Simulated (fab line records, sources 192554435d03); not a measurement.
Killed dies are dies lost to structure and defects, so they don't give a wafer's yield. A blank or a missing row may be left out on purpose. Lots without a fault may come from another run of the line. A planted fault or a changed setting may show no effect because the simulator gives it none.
Split-lot experiment | flow n5_finfet | 7 lots, 21 wafers read, on a route of 1938 steps

THE SPLIT
At N5_BEOL_M15_COAT_04 (resist thk 800 nm), the setting spin_rpm was moved away from the recipe's 1704 rpm on 8 of the 21 wafers read, by -6.2% to +10.3%. The other wafers ran this setting at the recipe's value.

The reading is taken at the split's own step.

THE READING
coat_of_BEOL_M15_COAT_04.thk_nm (the simulator's own value, which no gauge read), in nm, at N5_BEOL_M15_COAT_04 (resist thk 800 nm). The file gives no usual value for it. The 13 wafers here that ran the recipe average 799.1 nm, standard deviation 2.6 nm.

wafer  | tool, chamber at the split | spin_rpm as run, rpm | against the recipe | coat_of_BEOL_M15_COAT_04.thk_nm, nm | against lot-mates on the recipe
L075.1 | litho_track-01, 0          | 1599                 | -6.2%              | 821.4                               | +26.4
L075.3 | litho_track-01, 0          | 1599                 | -6.2%              | 817.6                               | +22.6
L075.6 | litho_track-01, 0          | 1704                 | recipe             | 795                                 | -
L080.2 | litho_track-02, 0          | 1704                 | recipe             | 802                                 | -
L080.3 | litho_track-02, 0          | 1704                 | recipe             | 803                                 | -
L080.5 | litho_track-02, 0          | 1704                 | recipe             | 802.4                               | -
L084.1 | litho_track-04, 0          | 1704                 | recipe             | 799                                 | -
L084.5 | litho_track-04, 0          | 1876                 | +10.1%             | 760                                 | -38.8
L084.6 | litho_track-04, 0          | 1704                 | recipe             | 798.6                               | -
L085.3 | litho_track-01, 0          | 1704                 | recipe             | 801.8                               | -
L085.5 | litho_track-01, 0          | 1704                 | recipe             | 800.2                               | -
L085.6 | litho_track-01, 0          | 1704                 | recipe             | 800                                 | -
L089.2 | litho_track-04, 0          | 1704                 | recipe             | 797.2                               | -
L089.5 | litho_track-04, 0          | 1780                 | +4.5%              | 779.2                               | -16.8
L089.6 | litho_track-04, 0          | 1704                 | recipe             | 794.8                               | -
L094.1 | litho_track-04, 0          | 1841                 | +8.0%              | 770.4                               | no lot-mate on the recipe
L094.2 | litho_track-04, 0          | 1841                 | +8.0%              | 769.4                               | no lot-mate on the recipe
L094.4 | litho_track-04, 0          | 1841                 | +8.0%              | 766.2                               | no lot-mate on the recipe
L096.1 | litho_track-02, 0          | 1704                 | recipe             | 797                                 | -
L096.3 | litho_track-02, 0          | 1704                 | recipe             | 797.8                               | -
L096.6 | litho_track-02, 0          | 1880                 | +10.3%             | 762.4                               | -35.0

THE FIT
A straight line over all 21 wafers: coat_of_BEOL_M15_COAT_04.thk_nm changes by -3.67 nm for each +1% of spin_rpm; r = -0.99; the points scatter about the line by 2.6 nm.
The same after taking each lot's own level away (the mean of its wafers on the recipe; 18 wafers): -3.72 nm for each +1%; r = -1.00; scatter 1.4 nm.
On that fit, the largest move of spin_rpm shifts the reading by 38 nm.
The lots' own levels span 795.00 to 802.47 nm, that is 2.9 times the standard deviation above.
So the lot-to-lot level changes the slope little: the two slopes agree.
Check: with one of the wafers moved furthest among these (+10.3%) left out of the fit, the line predicts -40 nm for it against its lot-mates. It came out at -35 nm against them.

OTHER SPLITS ON THESE WAFERS
These wafers also went through other splits before the reading. Each is held against what the fit with the lots' levels taken away leaves over:
other split on the same wafers    | wafers away from the commonest value | r with coat_of_BEOL_M15_COAT_04.thk_nm (lot level and that fit taken away)
N5_BEOL_M14_EXPOSE_25 dose_mj     | 6                                    | -0.18
N5_BEOL_M14_TRENCH_ETCH_34 time_s | 11                                   | +0.39

THE FILE'S OWN FIT
coat_of_BEOL_M15_COAT_04.thk_nm changes by -3.67 nm for each +1% of spin_rpm, r = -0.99.
